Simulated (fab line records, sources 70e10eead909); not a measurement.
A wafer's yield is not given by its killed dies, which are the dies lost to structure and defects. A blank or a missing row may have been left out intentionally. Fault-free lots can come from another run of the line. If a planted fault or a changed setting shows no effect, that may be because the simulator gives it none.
Chamber matching :: flow nand_harc :: NHARC_A_STAIRCASE_TRIM_229 on rie_diel-04 has 4 sister chambers
The step chemistry O2, time 211.2 s. 22 wafers are shown with their chamber, then 11 later ones without.

WAFERS WITH THEIR CHAMBER
wafer: L075.1
chamber: 1
showerhead_plenum_p_Torr (Torr): 3.63
oes_product_au (a.u.): 0.998
throttle_valve_pct (%): 17.028

wafer: L075.2
chamber: 2
showerhead_plenum_p_Torr (Torr): 3.61
oes_product_au (a.u.): 0.995
throttle_valve_pct (%): 17.028

wafer: L075.4
chamber: 3
showerhead_plenum_p_Torr (Torr): 3.47
oes_product_au (a.u.): 1.003
throttle_valve_pct (%): 17.029

wafer: L078.1
chamber: 0
showerhead_plenum_p_Torr (Torr): 3.65
oes_product_au (a.u.): 1.006
throttle_valve_pct (%): 17.050

wafer: L078.3
chamber: 2
showerhead_plenum_p_Torr (Torr): 3.60
oes_product_au (a.u.): 1.006
throttle_valve_pct (%): 17.027

wafer: L078.5
chamber: 0
showerhead_plenum_p_Torr (Torr): 3.65
oes_product_au (a.u.): 1.011
throttle_valve_pct (%): 17.044

wafer: L079.1
chamber: 1
showerhead_plenum_p_Torr (Torr): 3.63
oes_product_au (a.u.): 1.003
throttle_valve_pct (%): 17.022

wafer: L079.3
chamber: 3
showerhead_plenum_p_Torr (Torr): 3.47
oes_product_au (a.u.): 1.010
throttle_valve_pct (%): 17.068

wafer: L079.5
chamber: 3
showerhead_plenum_p_Torr (Torr): 3.47
oes_product_au (a.u.): 1.019
throttle_valve_pct (%): 17.046

wafer: L080.2
chamber: 1
showerhead_plenum_p_Torr (Torr): 3.62
oes_product_au (a.u.): 0.991
throttle_valve_pct (%): 17.029

wafer: L080.5
chamber: 0
showerhead_plenum_p_Torr (Torr): 3.65
oes_product_au (a.u.): 1.002
throttle_valve_pct (%): 17.031

wafer: L080.6
chamber: 3
showerhead_plenum_p_Torr (Torr): 3.46
oes_product_au (a.u.): 1.008
throttle_valve_pct (%): 17.048

wafer: L081.1
chamber: 2
showerhead_plenum_p_Torr (Torr): 3.60
oes_product_au (a.u.): 0.990
throttle_valve_pct (%): 17.033

wafer: L081.4
chamber: 1
showerhead_plenum_p_Torr (Torr): 3.62
oes_product_au (a.u.): 1.001
throttle_valve_pct (%): 17.034

wafer: L081.6
chamber: 2
showerhead_plenum_p_Torr (Torr): 3.60
oes_product_au (a.u.): 0.997
throttle_valve_pct (%): 17.034

wafer: L085.3
chamber: 1
showerhead_plenum_p_Torr (Torr): 3.61
oes_product_au (a.u.): 1.010
throttle_valve_pct (%): 17.044

wafer: L085.4
chamber: 2
showerhead_plenum_p_Torr (Torr): 3.59
oes_product_au (a.u.): 0.996
throttle_valve_pct (%): 17.032

wafer: L085.6
chamber: 2
showerhead_plenum_p_Torr (Torr): 3.59
oes_product_au (a.u.): 0.995
throttle_valve_pct (%): 17.045

wafer: L087.1
chamber: 2
showerhead_plenum_p_Torr (Torr): 3.58
oes_product_au (a.u.): 0.991
throttle_valve_pct (%): 17.028

wafer: L087.2
chamber: 1
showerhead_plenum_p_Torr (Torr): 3.61
oes_product_au (a.u.): 0.992
throttle_valve_pct (%): 17.030

wafer: L087.5
chamber: 2
showerhead_plenum_p_Torr (Torr): 3.58
oes_product_au (a.u.): 0.997
throttle_valve_pct (%): 17.056

wafer: L089.1
chamber: 3
showerhead_plenum_p_Torr (Torr): 3.45
oes_product_au (a.u.): 1.007
throttle_valve_pct (%): 17.042

SIGNATURES (averages over the wafers above)
reading: showerhead_plenum_p_Torr
chamber 0: 3.6500
chamber 1: 3.6200
chamber 2: 3.5938
chamber 3: 3.4640
scatter within a chamber: 0.00915

reading: oes_product_au
chamber 0: 1.00633
chamber 1: 0.99917
chamber 2: 0.99587
chamber 3: 1.00940
scatter within a chamber: 0.00578

reading: throttle_valve_pct
chamber 0: 17.04167
chamber 1: 17.03117
chamber 2: 17.03538
chamber 3: 17.04660
scatter within a chamber: 0.0105
Rule: a wafer's distance from a chamber is the root of the sum, over the readings, of the square of ((its reading less the chamber's mean) divided by the reading's scatter). If the next closest chamber is less than 2 further off than the closest, the wafer can't be placed; otherwise it belongs to the closest. The scatter: take each reading less its chamber's mean, square it, sum over the shown wafers, divide by the number of wafers less the number of chambers, and take the root.

WAFERS WITHOUT THEIR CHAMBER
wafer: L089.3
showerhead_plenum_p_Torr (Torr): 3.61
oes_product_au (a.u.): 0.995
throttle_valve_pct (%): 17.023

wafer: L089.4
showerhead_plenum_p_Torr (Torr): 3.63
oes_product_au (a.u.): 1.007
throttle_valve_pct (%): 17.038

wafer: L092.3
showerhead_plenum_p_Torr (Torr): 3.60
oes_product_au (a.u.): 0.999
throttle_valve_pct (%): 17.031

wafer: L092.4
showerhead_plenum_p_Torr (Torr): 3.57
oes_product_au (a.u.): 1.003
throttle_valve_pct (%): 17.029

wafer: L092.6
showerhead_plenum_p_Torr (Torr): 3.62
oes_product_au (a.u.): 1.008
throttle_valve_pct (%): 17.043

wafer: L094.2
showerhead_plenum_p_Torr (Torr): 3.59
oes_product_au (a.u.): 0.999
throttle_valve_pct (%): 17.039

wafer: L094.5
showerhead_plenum_p_Torr (Torr): 3.62
oes_product_au (a.u.): 1.014
throttle_valve_pct (%): 17.031

wafer: L094.6
showerhead_plenum_p_Torr (Torr): 3.43
oes_product_au (a.u.): 0.992
throttle_valve_pct (%): 17.037

wafer: L096.2
showerhead_plenum_p_Torr (Torr): 3.43
oes_product_au (a.u.): 1.018
throttle_valve_pct (%): 17.045

wafer: L096.5
showerhead_plenum_p_Torr (Torr): 3.61
oes_product_au (a.u.): 1.015
throttle_valve_pct (%): 17.032

wafer: L096.6
showerhead_plenum_p_Torr (Torr): 3.59
oes_product_au (a.u.): 0.992
throttle_valve_pct (%): 17.029

EACH ONE'S CHAMBER
wafer: L089.3
from the rows above: can't be placed: 1 or 2
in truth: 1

wafer: L089.4
from the rows above: can't be placed: 1 or 0
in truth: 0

wafer: L092.3
from the rows above: can't be placed: 2 or 1
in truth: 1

wafer: L092.4
from the rows above: 2
in truth: 2

wafer: L092.6
from the rows above: can't be placed: 1 or 0 or 2
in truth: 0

wafer: L094.2
from the rows above: 2
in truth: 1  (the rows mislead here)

wafer: L094.5
from the rows above: can't be placed: 1 or 0 or 2
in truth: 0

wafer: L094.6
from the rows above: 3
in truth: 3

wafer: L096.2
from the rows above: 3
in truth: 3

wafer: L096.5
from the rows above: can't be placed: 1 or 2 or 0
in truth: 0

wafer: L096.6
from the rows above: 2
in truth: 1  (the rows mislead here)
Correct placement for 3 of the 11. These rows do not allow placing 6 (true chamber among the candidates in 6). 2 placed wrongly.
